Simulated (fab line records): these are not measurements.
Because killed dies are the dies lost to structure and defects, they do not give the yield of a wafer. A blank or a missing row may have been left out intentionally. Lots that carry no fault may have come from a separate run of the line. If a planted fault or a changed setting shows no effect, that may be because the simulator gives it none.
fab line records	flow nand_harc
record: lots: 7	wafers: 21	last_day: 24
route steps=1159 shown A_CONTACT@847
lots with no fault: from the same line, run without faults
start_h: start of the lot's first displayed wafer, in hours after the record's first day	wait_h: hours elapsed since this lot's preceding step	" as in the row above	L1.1+2: one row covering several wafers at once	- no value, or no start given	* or withheld: withheld	< > ~ a bound
route shown NAME@n: names a module that has steps shown in the file, with the first one's number in the route	usual: mean/standard deviation of fault-free wafers	same: alike in all rows	chamber/n: place in a boat	sites: each site's reading	_std_site: how widely they spread, as a standard deviation	_edge_site: the outer-site mean with the inner-site mean subtracted	radius_mm: for every site, how far away it sits from the centre of the wafer	mask NAME#n: copy n	behind: tool/chamber where the wafer was last shaped	hold: reason for holding the lot/hours on hold/outcome of the hold	device: the n, p or np transistor that did not switch	end of line: tests run on the same wafers once the route is complete	a step without rows: its recipe alone	killed: dies that structure and defects cost at the first sort, which is not the same as the wafer's yield	map: shows each die of a wafer: x if killed, . if not, _ if none is there
set.NAME: the setting as run; set.NAME@STEP: as run at that earlier step	model.NAME: the simulator's own value behind a step, which no gauge read
certain route steps with their lots: each step a table, each wafer a row
services: the hour from which a tool's chamber was out of use, counted from the record's first day as start_h (under 0 if before that day), plus the number of hours and why
== steps ==
step: NHARC_A_CONTACT_COAT_35
recipe: temp_c: 225	time_s: 65
step: NHARC_A_CONTACT_COAT_36
recipe: spin_rpm: 1500	resist_thk_nm: 90
step: NHARC_A_CONTACT_SOFTBAKE_37
recipe: temp_c: 105	time_s: 55
step: NHARC_A_CONTACT_EBR_38
step: NHARC_A_CONTACT_EXPOSE_39
recipe: na: 1.35	sigma_outer: 0.8	dose_mj: 58.79	mask_id: A_CC_3
step: NHARC_A_CONTACT_PEB_40
recipe: peb_temp_c: 100	peb_time_s: 65
step: NHARC_A_CONTACT_DEVELOP_41
recipe: develop_time_s: 35	dev_temp_c: 23
step: NHARC_A_CONTACT_CD_MEAS_42
recipe: target_cd_nm: 200	landing_energy_ev: 500
usual: cd_nm: 200.0/0.51
lot.wafer	tool	chamber	start_h	wait_h	cd_nm
L709.3	cd_sem-03	0	388.74	-	200.1
L709.4	"	0	"	"	200.6
L709.6	"	0	"	"	199.6
L713.1	cd_sem-03	0	439.52	-	199.0
L713.4	"	0	"	"	198.8
L713.5	"	0	"	"	199.1
L717.3	cd_sem-01	0	448.28	-	200.2
L717.5	"	0	"	"	200.5
L717.6	"	0	"	"	200.4
L718.1	cd_sem-02	0	452.76	-	200.0
L718.2	"	0	"	"	200.2
L718.6	"	0	"	"	199.3
L719.1	cd_sem-01	0	455.97	-	200.5
L719.3	"	0	"	"	200.1
L719.5	"	0	"	"	199.9
L725.1	cd_sem-02	0	491.85	-	199.2
L725.3	"	0	"	"	200.6
L725.5	"	0	"	"	199.5
L727.1	cd_sem-02	0	504.94	-	199.3
L727.2	"	0	"	"	199.8
L727.6	"	0	"	"	200.1
step: NHARC_A_CONTACT_OVL_MEAS_43
usual: overlay_x_nm: 0.2/0.95	overlay_y_nm: 0.2/0.8
lot.wafer	tool	chamber	start_h	wait_h	overlay_x_nm	overlay_y_nm
L709.3	overlay-01	-	388.83	-	0.7	-0.4
L709.4	"	-	"	"	0.6	-0.1
L709.6	"	-	"	"	1.3	0.3
L713.1	overlay-02	-	439.61	-	0.9	-0.3
L713.4	"	-	"	"	0.2	-0.1
L713.5	"	-	"	"	0.5	0.5
L717.3	overlay-01	-	448.36	-	0.7	0.6
L717.5	"	-	"	"	0.6	0.5
L717.6	"	-	"	"	0.9	0.7
L718.1	overlay-01	-	452.85	-	0.5	0.1
L718.2	"	-	"	"	0.7	0.3
L718.6	"	-	"	"	0.3	0.6
L719.1	overlay-02	-	456.06	-	-0.2	-0.3
L719.3	"	-	"	"	0.3	-0.4
L719.5	"	-	"	"	0.3	-0.5
L725.1	overlay-02	-	491.94	-	0.3	-0.3
L725.3	"	-	"	"	-0.1	0.2
L725.5	"	-	"	"	-0.1	0.4
L727.1	overlay-02	-	505.03	-	0.8	-1.3
L727.2	"	-	"	"	0.5	-1.7
L727.6	"	-	"	"	0.6	-1.5
step: NHARC_A_CONTACT_INSPECT_44
usual: raw_defect_count: 28/13
lot.wafer	tool	chamber	start_h	wait_h	raw_defect_count
L709.3	defect_inspect-02	-	388.86	0.0	29
L709.4	"	-	"	"	29
L709.6	"	-	"	"	38
L713.1	defect_inspect-01	-	439.65	0.0	12
L713.4	"	-	"	"	11
L713.5	"	-	"	"	12
L717.3	defect_inspect-02	-	448.40	0.0	9
L717.5	"	-	"	"	9
L717.6	"	-	"	"	7
L718.1	defect_inspect-01	-	452.89	0.0	47
L718.2	"	-	"	"	34
L718.6	"	-	"	"	37
L719.1	defect_inspect-01	-	456.10	0.0	17
L719.3	"	-	"	"	10
L719.5	"	-	"	"	13
L725.1	defect_inspect-02	-	491.97	0.0	33
L725.3	"	-	"	"	37
L725.5	"	-	"	"	26
L727.1	defect_inspect-01	-	505.07	0.0	12
L727.2	"	-	"	"	24
L727.6	"	-	"	"	13
step: NHARC_A_CONTACT_DESCUM_47
recipe: time_s: 3	o2_flow_sccm: 200	ar_flow_sccm: 0	bias_power_w: 0	chemistry: O2
usual: drypump_motor_current_A: 5.9/0.37	oes_product_au: 1.004/0.012	rf_vpp_V: 57.6/0.8	showerhead_plenum_p_Torr: 1.87/0.051	throttle_valve_pct: 11.312/0.0085
lot.wafer	tool	chamber	start_h	wait_h	drypump_motor_current_A	oes_product_au	rf_hours_counter_h	rf_vpp_V	showerhead_plenum_p_Torr	throttle_valve_pct
L709.4	rie_diel-06	3	388.94	0.1	5.7	0.991	25	59.0	1.95	11.320
L709.3	"	2	"	"	6.5	0.984	23	57.8	1.88	11.313
L709.6	"	3	"	"	5.7	0.986	-	57.9	1.95	11.312
L713.4	rie_diel-06	0	439.78	0.1	5.9	1.005	2	57.9	1.85	11.295
L713.1	"	3	"	"	5.7	1.000	2	58.1	1.95	11.311
L713.5	"	1	"	"	5.7	1.029	-	58.2	1.88	11.299
L717.3	rie_diel-03	1	448.48	0.1	6.0	0.998	18	56.7	1.82	11.316
L717.6	"	2	"	"	5.6	0.992	-	56.3	1.79	11.302
L717.5	"	3	"	"	5.3	1.015	-	57.2	1.85	11.306
L718.1	rie_diel-06	3	452.95	0.1	5.7	1.000	4	57.4	1.95	11.317
L718.2	"	0	"	"	5.9	1.013	4	56.5	1.85	11.295
L718.6	"	3	"	"	5.6	1.006	-	57.1	1.95	11.305
L719.3	rie_diel-03	1	456.16	0.1	6.0	1.013	21	59.0	1.82	11.312
L719.1	"	2	"	"	5.6	0.999	18	58.9	1.79	11.314
L719.5	"	1	"	"	6.0	1.007	-	58.4	1.82	11.311
L725.3	rie_diel-06	2	492.05	0.1	6.5	1.007	13	57.2	1.88	11.315
L725.1	"	1	"	"	5.7	1.028	13	57.8	1.88	11.324
L725.5	"	2	"	"	6.5	1.007	-	57.1	1.88	11.297
L727.2	rie_diel-06	0	505.13	0.1	5.9	1.012	17	56.8	1.85	11.299
L727.1	"	1	"	"	5.7	1.018	16	57.1	1.88	11.300
L727.6	"	1	"	"	5.7	1.022	-	57.7	1.88	11.301
step: NHARC_A_CONTACT_ETCH_48
recipe: target_depth_a: 390	over_etch_frac: 0.3	time_s: 65	ion_energy_ev: 80	cf4_flow_sccm: 150	ar_flow_sccm: 0	rf_w: 300	bias_w: 100	chemistry: CF4
usual: bias_w: 100.01/0.3	cf4_flow_sccm: 150.0/0.46	drypump_motor_current_A: 6.0/0.37	oes_product_au: 1.004/0.012	rf_vpp_V: 150.7/0.97	showerhead_plenum_p_Torr: 1.72/0.043	throttle_valve_pct: 13.285/0.0089
lot.wafer	tool	chamber	start_h	wait_h	bias_w	cf4_flow_sccm	drypump_motor_current_A	oes_product_au	rf_hours_counter_h	rf_vpp_V	showerhead_plenum_p_Torr	throttle_valve_pct
L709.3	rie_diel-06	2	389.04	0.1	99.96	150.6	6.5	0.985	23	149.9	1.74	13.287
L709.4	"	3	"	"	100.26	150.3	5.6	0.993	25	150.6	1.80	13.299
L709.6	"	2	"	"	100.07	149.7	6.5	1.003	-	150.5	1.74	13.283
L713.4	rie_diel-06	0	439.87	0.1	99.72	150.9	5.9	1.019	2	152.8	1.71	13.283
L713.1	"	2	"	"	100.15	150.0	6.5	0.997	2	150.0	1.74	13.288
L713.5	"	3	"	"	100.01	149.9	5.7	0.993	-	152.4	1.80	13.275
L717.3	rie_diel-03	1	448.55	0.1	99.62	149.9	6.0	1.006	18	150.8	1.69	13.293
L717.5	"	0	"	"	99.70	149.5	6.5	1.012	-	150.3	1.65	13.275
L717.6	"	1	"	"	99.66	150.2	6.0	1.010	-	150.8	1.69	13.282
L718.2	rie_diel-06	0	453.08	0.1	100.18	150.0	6.0	1.013	4	149.4	1.71	13.290
L718.1	"	3	"	"	99.37	150.2	5.7	1.005	4	151.9	1.80	13.271
L718.6	"	0	"	"	100.16	149.8	6.0	1.014	-	150.0	1.71	13.290
L719.1	rie_diel-03	1	456.26	0.1	99.37	149.9	6.0	0.996	21	149.4	1.69	13.265
L719.3	"	2	"	"	99.50	149.4	5.6	0.986	18	149.3	1.67	13.287
L719.5	"	3	"	"	100.05	149.6	5.3	1.009	-	150.0	1.72	13.269
L725.1	rie_diel-06	0	492.27	0.2	99.96	150.6	5.9	1.002	13	150.5	1.71	13.287
L725.3	"	2	"	"	99.45	149.3	6.5	1.005	14	151.2	1.74	13.277
L725.5	"	1	"	"	99.94	150.6	5.6	1.024	-	150.6	1.74	13.283
L727.1	rie_diel-06	3	505.24	0.1	99.98	150.0	5.7	1.003	16	150.7	1.79	13.286
L727.2	"	0	"	"	99.96	150.3	5.9	1.013	17	149.1	1.71	13.288
L727.6	"	3	"	"	100.42	149.9	5.6	1.012	-	152.4	1.79	13.280
step: NHARC_A_CONTACT_ETCH_49
recipe: target_depth_a: 2600	over_etch_frac: 0.3	time_s: 475.3	ion_energy_ev: 200	n2_flow_sccm: 150	h2_flow_sccm: 150	ar_flow_sccm: 0	rf_w: 400	bias_w: 150	chemistry: N2/H2
usual: bias_w: 150.0/0.46	chamber_pressure_mTorr: 30.000/0.029	drypump_motor_current_A: 5.9/0.36	oes_product_au: 1.003/0.013	rf_vpp_V: 428.9/1.8	showerhead_plenum_p_Torr: 1.98/0.058	throttle_valve_pct: 14.170/0.01
lot.wafer	tool	chamber	start_h	wait_h	bias_w	chamber_pressure_mTorr	drypump_motor_current_A	oes_product_au	rf_hours_counter_h	rf_vpp_V	showerhead_plenum_p_Torr	throttle_valve_pct
L709.3	rie_diel-06	2	389.12	-	150.6	29.958	6.5	0.993	23	428.5	2.01	14.168
L709.4	"	1	"	"	150.4	30.061	5.7	1.014	28	428.9	2.01	14.163
L709.6	"	3	"	"	149.6	29.998	5.7	0.993	-	431.6	2.08	14.172
L713.1	rie_diel-06	3	439.95	-	149.4	30.041	5.7	1.000	2	429.5	2.08	14.169
L713.4	"	1	"	"	149.3	30.046	5.7	1.029	2	431.0	2.01	14.164
L713.5	"	0	"	"	149.3	29.930	6.0	1.016	-	428.3	1.97	14.174
L717.3	rie_diel-03	1	448.67	-	-	-	-	-	-	-	-	-
L717.6	"	0	"	"	-	-	-	-	-	-	-	-
L717.5	"	1	"	"	-	-	-	-	-	-	-	-
L718.1	rie_diel-06	3	453.18	-	-	-	-	-	-	-	-	-
L718.2	"	1	"	"	-	-	-	-	-	-	-	-
L718.6	"	3	"	"	-	-	-	-	-	-	-	-
L719.1	rie_diel-03	2	456.44	-	-	-	-	-	-	-	-	-
L719.3	"	3	"	"	-	-	-	-	-	-	-	-
L719.5	"	0	"	"	-	-	-	-	-	-	-	-
L725.1	rie_diel-06	3	492.36	-	151.0	30.015	5.7	0.989	13	430.9	2.07	14.175
L725.3	"	0	"	"	150.1	29.978	5.9	1.012	13	429.7	1.97	14.171
L725.5	"	3	"	"	151.2	29.997	5.7	0.992	-	431.2	2.07	14.162
L727.2	rie_diel-06	1	505.35	-	149.7	30.001	5.7	1.012	16	429.2	2.00	14.167
L727.1	"	3	"	"	150.5	29.990	5.7	0.996	16	430.8	2.07	14.180
L727.6	"	3	"	"	150.3	29.968	5.7	0.995	-	431.2	2.07	14.172
step: NHARC_A_CONTACT_ETCH_50
recipe: target_depth_a: 847	time_s: 42.4	cf4_flow_sccm: 100	chf3_flow_sccm: 30	ar_flow_sccm: 0	rf_w: 500	bias_w: 200	chemistry: CF4/CHF3
usual: bias_w: 199.9/0.65	cf4_flow_sccm: 100.0/0.32	drypump_motor_current_A: 6.0/0.38	oes_product_au: 0.958/0.021	rf_vpp_V: 369.3/1.6	showerhead_plenum_p_Torr: 1.54/0.04	throttle_valve_pct: 16.802/0.009
lot.wafer	tool	chamber	start_h	wait_h	bias_w	cf4_flow_sccm	drypump_motor_current_A	oes_product_au	rf_hours_counter_h	rf_vpp_V	showerhead_plenum_p_Torr	throttle_valve_pct
L709.4	rie_diel-06	3	-	-	199.7	100.4	5.7	0.961	26	371.6	1.60	16.799
L709.3	"	0	"	"	199.8	100.6	5.9	0.971	28	368.5	1.53	16.801
L709.6	"	1	"	"	201.0	100.3	5.7	0.998	-	368.5	1.55	16.798
L713.1	rie_diel-06	2	-	-	201.1	99.9	6.5	0.975	3	368.8	1.55	16.794
L713.4	"	1	"	"	199.8	100.7	5.7	0.984	2	370.0	1.55	16.796
L713.5	"	3	"	"	199.2	100.1	5.7	0.975	-	371.7	1.60	16.802
L717.3	rie_diel-03	2	-	-	200.5	99.6	5.6	0.955	16	367.3	1.48	16.800
L717.6	"	2	"	"	199.3	99.8	5.5	0.970	-	366.8	1.48	16.798
L717.5	"	3	"	"	200.0	100.6	5.3	0.980	-	368.4	1.53	16.806
L718.2	rie_diel-06	3	-	-	200.0	100.3	5.7	0.927	4	371.0	1.60	16.809
L718.1	"	0	"	"	198.6	99.8	5.9	0.941	4	368.8	1.52	16.811
L718.6	"	3	"	"	200.0	99.9	5.7	0.942	-	370.4	1.60	16.790
L719.3	rie_diel-03	2	-	-	199.4	99.9	5.6	0.943	18	366.6	1.48	16.804
L719.1	"	3	"	"	199.6	99.8	5.2	0.973	20	369.1	1.53	16.809
L719.5	"	1	"	"	200.5	100.1	6.0	0.955	-	368.9	1.50	16.807
L725.3	rie_diel-06	1	-	-	199.7	100.3	5.7	0.979	13	370.1	1.55	16.795
L725.1	"	0	"	"	199.5	100.2	5.9	0.970	14	369.1	1.52	16.790
L725.5	"	1	"	"	199.3	100.3	5.7	0.992	-	370.0	1.55	16.806
L727.2	rie_diel-06	3	-	-	199.7	99.8	5.6	0.956	17	371.9	1.60	16.819
L727.1	"	0	"	"	199.3	100.1	5.9	0.961	17	368.2	1.52	16.790
L727.6	"	0	"	"	198.8	100.1	5.9	0.957	-	368.9	1.52	16.808
== services ==
tool	chamber	start_h	hours	kind
rie_diel-06	0	372.78	-	clean
rie_diel-06	1	372.78	-	clean
rie_diel-06	2	372.78	-	clean
rie_diel-06	3	372.78	-	clean
rie_diel-06	2	372.95	7.0	repair
rie_diel-03	-	392.49	9.0	pm
rie_diel-06	0	397.28	-	clean
rie_diel-06	1	397.28	-	clean
rie_diel-06	2	397.28	-	clean
rie_diel-06	3	397.28	-	clean
rie_diel-06	-	418.25	9.0	pm
rie_diel-06	0	418.25	9.0	vent_cycle
rie_diel-06	1	418.25	9.0	vent_cycle
rie_diel-06	2	418.25	9.0	vent_cycle
rie_diel-06	3	418.25	9.0	vent_cycle
rie_diel-06	0	427.25	-	clean
rie_diel-06	1	427.25	-	clean
rie_diel-06	2	427.25	-	clean
rie_diel-06	3	427.25	-	clean
rie_diel-03	2	435.96	5.0	repair
rie_diel-06	0	451.75	-	clean
rie_diel-06	1	451.75	-	clean
rie_diel-06	2	451.75	-	clean
rie_diel-06	2	496.83	10.5	repair
== key ==
first_sign: step: NHARC_A_CONTACT_ETCH_49	reading: tool_record	direction: missing
effect none on later readings
met_at NHARC_A_CONTACT_ETCH_49
struck_wafers L717.3,L717.5,L717.6,L718.1,L718.2,L718.6,L719.1,L719.3,L719.5
later_rows_left_out L717.3,L717.5,L717.6,L718.1,L718.2,L718.6,L719.1,L719.3,L719.5
sort_left_out L717.3,L717.5,L717.6,L718.1,L718.2,L718.6,L719.1,L719.3,L719.5
tester_left_out L717,L718,L719
onset_between 439.95 448.67
fault: kind: skipped_step_whole	tool: rie_diel-03,rie_diel-06	chamber: -	onset_h: 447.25	steps: NHARC_A_CONTACT_ETCH_49	scope: struck_lots_only
tester_left_out: of these lots the tester's yield and bins aren't shown, on N5 and GAA mostly nor the transistor test; their killed dies are dies lost to structure and defects alone, not to doping, threshold or leakage, so they don't give the yield
sort_left_out: the simulated sort isn't trusted on such a fault, so these wafers' sort isn't shown, and their yield isn't known
later_rows_left_out: the simulator's readings of these wafers behind a module that went badly wrong aren't trusted and aren't shown, but for the sort
